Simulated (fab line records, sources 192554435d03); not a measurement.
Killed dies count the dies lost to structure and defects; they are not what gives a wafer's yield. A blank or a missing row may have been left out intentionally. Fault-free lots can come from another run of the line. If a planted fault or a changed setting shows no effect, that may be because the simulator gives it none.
Matching of chambers + flow n5_finfet + 3 sister chambers for N5_BEOL_M0_SAQP_HM_DEP_111 on pecvd-02
The step deposits SiO2 from SiH4/N2O, target thk 12 nm, time 7.2 s. 6 wafers are shown with their chamber, then 12 later ones without.

## WAFERS PAIRED WITH THEIR CHAMBERS
| wafer  | chamber | heater_power_w (W) | showerhead_plenum_p_Torr (Torr) |
|--------|---------|--------------------|---------------------------------|
| L082.1 | 2       | 640                | 8.17                            |
| L082.4 | 2       | 638                | 8.19                            |
| L087.3 | 0       | 856                | 8.16                            |
| L089.2 | 0       | 849                | 8.18                            |
| L089.3 | 1       | 874                | 8.13                            |
| L089.4 | 1       | 876                | 8.15                            |

## WAFERS WITH NO CHAMBER GIVEN
| wafer  | heater_power_w (W) | showerhead_plenum_p_Torr (Torr) |
|--------|--------------------|---------------------------------|
| L092.3 | 837                | 8.19                            |
| L092.4 | 864                | 8.14                            |
| L092.6 | 868                | 8.15                            |
| L093.1 | 886                | 8.13                            |
| L093.2 | 824                | 8.18                            |
| L093.4 | 916                | 8.16                            |
| L096.2 | 752                | 8.19                            |
| L096.3 | 735                | 8.17                            |
| L096.4 | 606                | 8.19                            |
| L097.2 | 634                | 8.20                            |
| L097.4 | 843                | 8.19                            |
| L097.5 | 859                | 8.17                            |

## WHICH CHAMBER EACH ONE RAN IN
| wafer  | from the rows above     | in truth                   |
|--------|-------------------------|----------------------------|
| L092.3 | 0                       | 0                          |
| L092.4 | can't be placed: 1 or 0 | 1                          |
| L092.6 | 1                       | 1                          |
| L093.1 | 1                       | 1                          |
| L093.2 | 0                       | 0                          |
| L093.4 | 1                       | 1                          |
| L096.2 | 0                       | 0                          |
| L096.3 | 2                       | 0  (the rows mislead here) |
| L096.4 | 2                       | 2                          |
| L097.2 | 2                       | 2                          |
| L097.4 | 0                       | 0                          |
| L097.5 | 0                       | 0                          |
10 of 12 placed correctly. From these rows, 1 cannot be placed; in 1 the true chamber is one of the candidates. Placed wrongly: 1.
How it was worked out, from the rows above alone: a wafer's distance from a chamber is the root of the sum, over the readings, of the square of ((its reading less the chamber's mean) divided by the reading's scatter). The wafer belongs to the nearest chamber; if the next one is less than 2 further off, it can't be placed. A chamber's mean is the mean of its shown wafers. The scatter is the square root of a quotient: the sum, over the shown wafers, of each reading's squared deviation from its chamber's mean, divided by wafers minus chambers.
